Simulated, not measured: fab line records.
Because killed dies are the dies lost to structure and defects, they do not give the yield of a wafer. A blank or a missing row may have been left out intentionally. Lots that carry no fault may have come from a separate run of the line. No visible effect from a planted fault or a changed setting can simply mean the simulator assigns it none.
Matching of chambers :: flow nand_harc :: NHARC_A_STAIRCASE_TRIM_20 on rie_diel-13 has 4 sister chambers
The step chemistry O2, time 211.2 s. 14 wafers are shown with their chamber, then 7 later ones without.

WAFERS, EACH WITH ITS CHAMBER
wafer: L074.1
chamber: 2
drypump_motor_current_A (A): 5.8
showerhead_plenum_p_Torr (Torr): 3.47
oes_product_au (a.u.): 0.997

wafer: L074.3
chamber: 3
drypump_motor_current_A (A): 5.4
showerhead_plenum_p_Torr (Torr): 3.78
oes_product_au (a.u.): 1.001

wafer: L074.4
chamber: 1
drypump_motor_current_A (A): 6.3
showerhead_plenum_p_Torr (Torr): 3.50
oes_product_au (a.u.): 1.002

wafer: L076.2
chamber: 1
drypump_motor_current_A (A): 6.3
showerhead_plenum_p_Torr (Torr): 3.49
oes_product_au (a.u.): 1.012

wafer: L076.3
chamber: 0
drypump_motor_current_A (A): 5.3
showerhead_plenum_p_Torr (Torr): 3.36
oes_product_au (a.u.): 0.990

wafer: L076.5
chamber: 0
drypump_motor_current_A (A): 5.3
showerhead_plenum_p_Torr (Torr): 3.36
oes_product_au (a.u.): 1.007

wafer: L077.1
chamber: 3
drypump_motor_current_A (A): 5.5
showerhead_plenum_p_Torr (Torr): 3.78
oes_product_au (a.u.): 0.996

wafer: L077.2
chamber: 1
drypump_motor_current_A (A): 6.3
showerhead_plenum_p_Torr (Torr): 3.49
oes_product_au (a.u.): 1.010

wafer: L077.3
chamber: 2
drypump_motor_current_A (A): 5.8
showerhead_plenum_p_Torr (Torr): 3.46
oes_product_au (a.u.): 1.001

wafer: L084.2
chamber: 1
drypump_motor_current_A (A): 6.3
showerhead_plenum_p_Torr (Torr): 3.49
oes_product_au (a.u.): 1.010

wafer: L084.3
chamber: 2
drypump_motor_current_A (A): 5.8
showerhead_plenum_p_Torr (Torr): 3.45
oes_product_au (a.u.): 1.003

wafer: L084.4
chamber: 3
drypump_motor_current_A (A): 5.4
showerhead_plenum_p_Torr (Torr): 3.77
oes_product_au (a.u.): 1.001

wafer: L085.3
chamber: 1
drypump_motor_current_A (A): 6.3
showerhead_plenum_p_Torr (Torr): 3.48
oes_product_au (a.u.): 1.011

wafer: L085.5
chamber: 3
drypump_motor_current_A (A): 5.4
showerhead_plenum_p_Torr (Torr): 3.76
oes_product_au (a.u.): 0.992

SIGNATURES (averages over the wafers above)
reading: drypump_motor_current_A
chamber 0: 5.300
chamber 1: 6.300
chamber 2: 5.800
chamber 3: 5.425
scatter within a chamber: 0.0274

reading: showerhead_plenum_p_Torr
chamber 0: 3.3600
chamber 1: 3.4900
chamber 2: 3.4600
chamber 3: 3.7725
scatter within a chamber: 0.00822

reading: oes_product_au
chamber 0: 0.99850
chamber 1: 1.00900
chamber 2: 1.00033
chamber 3: 0.99750
scatter within a chamber: 0.00533
Rule: for a wafer and a chamber, the distance is found by dividing, reading by reading, the gap between the wafer's reading and the chamber's mean by the reading's scatter, squaring, summing and taking the root. If the next closest chamber is less than 2 further off than the closest, the wafer can't be placed; otherwise it belongs to the closest. The scatter is the square root of a quotient: the sum, over the shown wafers, of each reading's squared deviation from its chamber's mean, divided by wafers minus chambers.

WAFERS WITHOUT THEIR CHAMBER
wafer: L085.6
drypump_motor_current_A (A): 5.3
showerhead_plenum_p_Torr (Torr): 3.34
oes_product_au (a.u.): 1.009

wafer: L090.3
drypump_motor_current_A (A): 5.8
showerhead_plenum_p_Torr (Torr): 3.45
oes_product_au (a.u.): 0.992

wafer: L090.4
drypump_motor_current_A (A): 5.4
showerhead_plenum_p_Torr (Torr): 3.76
oes_product_au (a.u.): 0.986

wafer: L090.5
drypump_motor_current_A (A): 5.8
showerhead_plenum_p_Torr (Torr): 3.45
oes_product_au (a.u.): 1.000

wafer: L094.1
drypump_motor_current_A (A): 6.3
showerhead_plenum_p_Torr (Torr): 3.48
oes_product_au (a.u.): 1.001

wafer: L094.4
drypump_motor_current_A (A): 5.8
showerhead_plenum_p_Torr (Torr): 3.44
oes_product_au (a.u.): 0.993

wafer: L094.6
drypump_motor_current_A (A): 5.5
showerhead_plenum_p_Torr (Torr): 3.76
oes_product_au (a.u.): 0.998

CHAMBER TAKEN BY EACH
wafer: L085.6
from the rows above: 0
in truth: 0

wafer: L090.3
from the rows above: 2
in truth: 2

wafer: L090.4
from the rows above: 3
in truth: 3

wafer: L090.5
from the rows above: 2
in truth: 2

wafer: L094.1
from the rows above: 1
in truth: 1

wafer: L094.4
from the rows above: 2
in truth: 2

wafer: L094.6
from the rows above: 3
in truth: 3
Correct placement for 7 of the 7. Left unplaced by these rows: 0. Number placed wrongly: 0.
